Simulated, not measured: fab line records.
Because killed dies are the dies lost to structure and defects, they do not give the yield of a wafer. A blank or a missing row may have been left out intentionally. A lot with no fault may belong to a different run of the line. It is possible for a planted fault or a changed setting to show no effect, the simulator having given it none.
fab line records	flow nandHarc
[record] lots = 6	wafers = 16	lastDay = 24
route steps=1159 shown A_ONON_D1@426 END@1159
lots untouched by any fault: they come from a run of this same line in which no faults occurred
startH: hours from the record's first day to the start of the lot's first wafer shown	waitH: how many hours have passed since the lot's step before this one	" unchanged from the row above	L1.1+2: one row covering several wafers at once	- value missing, or start not given	* or withheld: withheld	< > ~ a bound
route shown NAME@n: NAME is a module with steps in the file, n the number in the route of the first one	usual: mean/standard deviation of fault-free wafers	same: alike in all rows	chamber/n: place in a boat	sites: the reading at each site	_std_site: their standard deviation	_edge_site: the outer-site mean with the inner-site mean subtracted	radiusMm: for every site, how far away it sits from the centre of the wafer	mask NAME#n: copy n	behind: tool/chamber where the wafer was last shaped	hold: what put the lot on hold/how long, in hours/how the hold closed	device: the n, p or np transistor that did not switch	end of line: the tests these same wafers got at the end of their route	where a step has no rows: the recipe by itself	killed: count of dies lost to structure and defects at first sort (not the wafer's yield)	map: per-die view of a wafer (x killed, . not killed, _ where there is no die)
set.NAME: the setting that was run; set.NAME@STEP: the one run at that earlier step	model.NAME: the simulator's own value behind a step, which no gauge read
lots at selected steps of the route; one table per step, one row per wafer
services: when a tool's chamber went out of use (startH, in hours from the record's first day, below 0 if earlier), for how many hours, and the reason
[[steps]]
[step NHARC_A_ONON_D1_DEP_03]
[recipe] targetThkA = 10000	n2FlowSccm = 2750	n2oFlowSccm = 2000	nh3FlowSccm = 500	sih4FlowSccm = 210	tempC = 400
[step NHARC_A_ONON_D1_THK_MEAS_05]
[recipe] thkMeasGauge = ellipsometry
[usual] thkNm = 996/7.6
lot.wafer	tool	chamber	startH	waitH	thkNm
L435.1	filmMetro-02	-	164.94	-	987
L435.3	"	-	"	"	988
L435.5	"	-	"	"	986
L439.1	filmMetro-02	-	181.54	-	999
L439.4	"	-	"	"	1000
L439.6	"	-	"	"	1000
L443.1	filmMetro-02	-	197.68	-	984
L443.4	"	-	"	"	984
L443.5	"	-	"	"	982
L444.4	filmMetro-01	-	214.78	-	997
L444.5	"	-	"	"	993
L444.6	"	-	"	"	993
L454.4	filmMetro-02	-	272.60	-	994
L454.6	"	-	"	"	993
L458.3	filmMetro-02	-	304.86	-	997
L458.4	"	-	"	"	998
[step NHARC_A_ONON_D1_DEP_06]
[recipe] targetThkA = 10000	n2FlowSccm = 2750	n2oFlowSccm = 2000	nh3FlowSccm = 500	sih4FlowSccm = 210	tempC = 400
[step NHARC_A_ONON_D1_THK_MEAS_08]
[recipe] thkMeasGauge = ellipsometry
[usual] thkNm = 998/10
lot.wafer	tool	chamber	startH	waitH	thkNm
L435.1	filmMetro-01	-	165.51	-	995
L435.3	"	-	"	"	993
L435.5	"	-	"	"	993
L439.1	filmMetro-02	-	182.11	-	1006
L439.4	"	-	"	"	1006
L439.6	"	-	"	"	1004
L443.1	filmMetro-02	-	198.25	-	987
L443.4	"	-	"	"	988
L443.5	"	-	"	"	986
L444.4	filmMetro-01	-	215.35	-	999
L444.5	"	-	"	"	998
L444.6	"	-	"	"	999
L454.4	filmMetro-02	-	273.16	-	1004
L454.6	"	-	"	"	1001
L458.3	filmMetro-02	-	305.43	-	993
L458.4	"	-	"	"	995
[step NHARC_A_ONON_D1_DEP_09]
[recipe] targetThkA = 10000	n2FlowSccm = 2750	n2oFlowSccm = 2000	nh3FlowSccm = 500	sih4FlowSccm = 210	tempC = 400
[step NHARC_A_ONON_D1_THK_MEAS_11]
[recipe] thkMeasGauge = ellipsometry
[usual] thkNm = 999/9.5
lot.wafer	tool	chamber	startH	waitH	thkNm
L435.1	filmMetro-02	-	166.07	-	998
L435.3	"	-	"	"	997
L435.5	"	-	"	"	997
L439.1	filmMetro-01	-	182.68	-	1020
L439.4	"	-	"	"	1020
L439.6	"	-	"	"	1020
L443.1	filmMetro-01	-	198.82	-	986
L443.4	"	-	"	"	990
L443.5	"	-	"	"	989
L444.4	filmMetro-01	-	215.92	-	1013
L444.5	"	-	"	"	1012
L444.6	"	-	"	"	1011
L454.4	filmMetro-02	-	273.73	-	994
L454.6	"	-	"	"	995
L458.3	filmMetro-02	-	305.99	-	1016
L458.4	"	-	"	"	1016
[step NHARC_A_ONON_D1_DEP_12]
[recipe] targetThkA = 10000	n2FlowSccm = 2750	n2oFlowSccm = 2000	nh3FlowSccm = 500	sih4FlowSccm = 210	tempC = 400
[step NHARC_A_ONON_D1_THK_MEAS_14]
[recipe] thkMeasGauge = ellipsometry
[usual] thkNm = 1000/9.6
lot.wafer	tool	chamber	startH	waitH	thkNm
L435.1	filmMetro-01	-	166.65	-	992
L435.3	"	-	"	"	991
L435.5	"	-	"	"	992
L439.1	filmMetro-01	-	183.25	-	1001
L439.4	"	-	"	"	1000
L439.6	"	-	"	"	1002
L443.1	filmMetro-01	-	199.39	-	1016
L443.4	"	-	"	"	1016
L443.5	"	-	"	"	1014
L444.4	filmMetro-02	-	216.48	-	1000
L444.5	"	-	"	"	998
L444.6	"	-	"	"	999
L454.4	filmMetro-01	-	274.29	-	987
L454.6	"	-	"	"	988
L458.3	filmMetro-02	-	306.56	-	996
L458.4	"	-	"	"	995
[step NHARC_A_ONON_D1_ANNEAL_15]
[recipe] tempC = 750	timeS = 3600
[step NHARC_A_ONON_D1_DEP_16]
[recipe] targetThkA = 10000	n2FlowSccm = 2750	n2oFlowSccm = 2000	nh3FlowSccm = 500	sih4FlowSccm = 210	tempC = 400
[step NHARC_A_ONON_D1_THK_MEAS_18]
[recipe] thkMeasGauge = ellipsometry
[usual] thkNm = 997/9.4
lot.wafer	tool	chamber	startH	waitH	thkNm
L435.1	filmMetro-02	-	176.99	-	1008
L435.3	"	-	"	"	1009
L435.5	"	-	"	"	1007
L439.1	filmMetro-02	-	190.30	-	1011
L439.4	"	-	"	"	1009
L439.6	"	-	"	"	1011
L443.1	filmMetro-01	-	206.52	-	984
L443.4	"	-	"	"	984
L443.5	"	-	"	"	984
L444.4	filmMetro-01	-	226.95	-	985
L444.5	"	-	"	"	985
L444.6	"	-	"	"	987
L454.4	filmMetro-02	-	282.32	-	997
L454.6	"	-	"	"	996
L458.3	filmMetro-02	-	313.76	-	1006
L458.4	"	-	"	"	1007
[step NHARC_A_ONON_D1_DEP_19]
[recipe] targetThkA = 10000	n2FlowSccm = 2750	n2oFlowSccm = 2000	nh3FlowSccm = 500	sih4FlowSccm = 210	tempC = 400
[usual] sih4FlowSccm = 210.0/0.61
lot.wafer	tool	chamber	startH	waitH	sih4FlowSccm
L435.1	pecvdOnon-03	0	177.05	0.1	209.0
L435.3	"	0	"	"	210.3
L435.5	"	0	"	"	210.4
L439.1	pecvdOnon-03	0	190.35	0.1	209.6
L439.4	"	0	"	"	210.5
L439.6	"	0	"	"	210.6
L443.1	pecvdOnon-02	0	206.58	0.1	211.2
L443.4	"	0	"	"	210.2
L443.5	"	0	"	"	210.8
L444.4	pecvdOnon-01	0	227.18	0.2	210.1
L444.5	"	0	"	"	209.2
L444.6	"	0	"	"	209.9
L454.4	pecvdOnon-03	0	282.55	0.2	210.3
L454.6	"	0	"	"	210.7
L458.3	pecvdOnon-03	0	313.94	0.2	211.2
L458.4	"	0	"	"	210.5
[step NHARC_A_ONON_D1_THK_MEAS_21]
[recipe] thkMeasGauge = ellipsometry
[usual] thkNm = 999/8.3
lot.wafer	tool	chamber	startH	waitH	thkNm
L435.1	filmMetro-02	-	177.56	-	1005
L435.3	"	-	"	"	1006
L435.5	"	-	"	"	1006
L439.1	filmMetro-01	-	190.87	-	988
L439.4	"	-	"	"	987
L439.6	"	-	"	"	987
L443.1	filmMetro-01	-	207.09	-	991
L443.4	"	-	"	"	992
L443.5	"	-	"	"	990
L444.4	filmMetro-01	-	227.52	-	989
L444.5	"	-	"	"	987
L444.6	"	-	"	"	987
L454.4	filmMetro-01	-	282.88	-	1648
L454.6	"	-	"	"	1646
L458.3	filmMetro-02	-	314.34	-	996
L458.4	"	-	"	"	1638
[step NHARC_A_ONON_D1_DEP_22]
[recipe] targetThkA = 10000	n2FlowSccm = 2750	n2oFlowSccm = 2000	nh3FlowSccm = 500	sih4FlowSccm = 210	tempC = 400
[step NHARC_END_SORT_01]
[recipe] tempC = 25
[usual] killedAtArray = 21/8.9	killedAtOther = 0.8/1.3	killedAtPeriphery = 3.6/2.4	killedDies = 26/8.9	killedOpen = 3.1/1.8	killedShort = 1.9/1.3
[same] grossDies = 677
lot.wafer	tool	chamber	startH	waitH	killedAtArray	killedAtOther	killedAtPeriphery	killedDies	killedOpen	killedShort
L444.4	prober-01	0	496.20	3.4	33	3	2	38	0	0
L444.5	prober-01	0	497.01	3.7	34	3	4	41	6	2
L454.4	prober-02	0	561.18	3.4	675	0	2	677	4	2
L454.6	prober-02	0	562.77	4.0	674	0	3	677	4	4
L458.4	prober-01	0	574.47	3.4	669	0	8	677	4	2
// killed by level:class
L444.4 A_CHANNEL_HOLE_D1:chamberFilmFlake=17 A_SLIT:chamberFilmFlake=12 THIN_TSV:chamberFilmFlake=3 P_M1:chamberFilmFlake=2 A_WL_FILL:chamberFilmFlake=2 A_CONTACT:chamberFilmFlake=2
L444.5 A_CHANNEL_HOLE_D1:chamberFilmFlake=18 A_SLIT:chamberFilmFlake=8 THIN_TSV:chamberFilmFlake=3 A_WL_FILL:chamberFilmFlake=2 P_CONTACT:geometricParticle:open=1 P_M0:geometricParticle:open=1 P_M1:geometricParticle:open=1 A_CHANNEL_FILL_D1:geometricParticle:short=1
L454.4 A_ONON_D1:areaDep=654 A_SLIT:chamberFilmFlake=8 A_STAIRCASE:chamberFilmFlake=4 A_CONTACT:geometricParticle:open=2 A_CHANNEL_HOLE_D1:chamberFilmFlake=2 P_M2:geometricParticle:open=1 A_SGD_CUT:geometricParticle:open=1 A_SLIT:geometricParticle:short=1
L454.6 A_ONON_D1:areaDep=655 A_SLIT:chamberFilmFlake=7 A_CHANNEL_HOLE_D1:chamberFilmFlake=3 P_GATE:chamberFilmFlake=2 A_BLC:geometricParticle:open=2 P_M0:geometricParticle:short=1 A_SOURCE_PLATE:geometricParticle:open=1 A_ONON_D1:geometricParticle:short=1
L458.4 A_ONON_D1:areaDep=647 P_STI:chamberFilmFlake=8 A_CHANNEL_HOLE_D1:chamberFilmFlake=8 A_STAIRCASE:chamberFilmFlake=4 A_CONTACT:geometricParticle:short=2 A_M1:geometricParticle:open=2 A_CONTACT:chamberFilmFlake=2 A_CHANNEL_FILL_D1:geometricParticle:open=1
// map L454.4 (x killed, . not)
____________x____________
_________xxxxxxx_________
_______xxxxxxxxxxx_______
______xxxxxxxxxxxxx______
_____xxxxxxxxxxxxxxx_____
____xxxxxxxxxxxxxxxxx____
____xxxxxxxxxxxxxxxxx____
___xxxxxxxxxxxxxxxxxxx___
___xxxxxxxxxxxxxxxxxxx___
__xxxxxxxxxxxxxxxxxxxxx__
__xxxxxxxxxxxxxxxxxxxxx__
_xxxxxxxxxxxxxxxxxxxxxxx_
_xxxxxxxxxxxxxxxxxxxxxxx_
_xxxxxxxxxxxxxxxxxxxxxxx_
_xxxxxxxxxxxxxxxxxxxxxxx_
_xxxxxxxxxxxxxxxxxxxxxxx_
xxxxxxxxxxxxxxxxxxxxxxxxx
xxxxxxxxxxxxxxxxxxxxxxxxx
xxxxxxxxxxxxxxxxxxxxxxxxx
xxxxxxxxxxxxxxxxxxxxxxxxx
xxxxxxxxxxxxxxxxxxxxxxxxx
_xxxxxxxxxxxxxxxxxxxxxxx_
_xxxxxxxxxxxxxxxxxxxxxxx_
_xxxxxxxxxxxxxxxxxxxxxxx_
_xxxxxxxxxxxxxxxxxxxxxxx_
_xxxxxxxxxxxxxxxxxxxxxxx_
__xxxxxxxxxxxxxxxxxxxxx__
__xxxxxxxxxxxxxxxxxxxxx__
___xxxxxxxxxxxxxxxxxxx___
___xxxxxxxxxxxxxxxxxxx___
____xxxxxxxxxxxxxxxxx____
____xxxxxxxxxxxxxxxxx____
_____xxxxxxxxxxxxxxx_____
______xxxxxxxxxxxxx______
_______xxxxxxxxxxx_______
_________xxxxxxx_________
____________x____________
// map L458.4 (x killed, . not)
____________x____________
_________xxxxxxx_________
_______xxxxxxxxxxx_______
______xxxxxxxxxxxxx______
_____xxxxxxxxxxxxxxx_____
____xxxxxxxxxxxxxxxxx____
____xxxxxxxxxxxxxxxxx____
___xxxxxxxxxxxxxxxxxxx___
___xxxxxxxxxxxxxxxxxxx___
__xxxxxxxxxxxxxxxxxxxxx__
__xxxxxxxxxxxxxxxxxxxxx__
_xxxxxxxxxxxxxxxxxxxxxxx_
_xxxxxxxxxxxxxxxxxxxxxxx_
_xxxxxxxxxxxxxxxxxxxxxxx_
_xxxxxxxxxxxxxxxxxxxxxxx_
_xxxxxxxxxxxxxxxxxxxxxxx_
xxxxxxxxxxxxxxxxxxxxxxxxx
xxxxxxxxxxxxxxxxxxxxxxxxx
xxxxxxxxxxxxxxxxxxxxxxxxx
xxxxxxxxxxxxxxxxxxxxxxxxx
xxxxxxxxxxxxxxxxxxxxxxxxx
_xxxxxxxxxxxxxxxxxxxxxxx_
_xxxxxxxxxxxxxxxxxxxxxxx_
_xxxxxxxxxxxxxxxxxxxxxxx_
_xxxxxxxxxxxxxxxxxxxxxxx_
_xxxxxxxxxxxxxxxxxxxxxxx_
__xxxxxxxxxxxxxxxxxxxxx__
__xxxxxxxxxxxxxxxxxxxxx__
___xxxxxxxxxxxxxxxxxxx___
___xxxxxxxxxxxxxxxxxxx___
____xxxxxxxxxxxxxxxxx____
____xxxxxxxxxxxxxxxxx____
_____xxxxxxxxxxxxxxx_____
______xxxxxxxxxxxxx______
_______xxxxxxxxxxx_______
_________xxxxxxx_________
____________x____________
[[services]]
tool	chamber	startH	hours	kind
pecvdOnon-03	-	153.21	13.0	pm
pecvdOnon-01	-	195.00	13.0	pm
pecvdOnon-02	-	292.00	13.0	pm
[[key]]
[firstSign] step = NHARC_A_ONON_D1_THK_MEAS_21	reading = thkNm	direction = up	sigmas = 78	usual = 999	struck = 1644
[effect] step = NHARC_END_SORT_01	reading = killedAtArray	direction = up	sigmas = 73	usual = 21	struck = 673
[moreKillsBornAt] NHARC_A_ONON_D1_DEP_19@pecvdOnon-03 = 1956
metAt NHARC_A_ONON_D1_DEP_19
struckWafers L454.4,L454.6,L458.4
laterRowsLeftOut L454.4,L454.6,L458.4
testerLeftOut L454,L458
onsetBetween 190.35 282.55
[fault] kind = processParameterDrift	tool = pecvdOnon-03	chamber = -	onsetH = 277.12	steps = NHARC_A_ONON_D1_DEP_19	channel = targetThkA	offset = *	shape = step	endH = 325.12	scope = struckWafersOnly	actsIn = *	stated = *
// testerLeftOut: of these lots the tester's yield and bins aren't shown, on N5 and GAA mostly nor the transistor test; their killed dies are dies lost to structure and defects alone, not to doping, threshold or leakage, so they don't give the yield
// laterRowsLeftOut: the simulator's readings of these wafers behind a module that went badly wrong aren't trusted and aren't shown, but for the sort
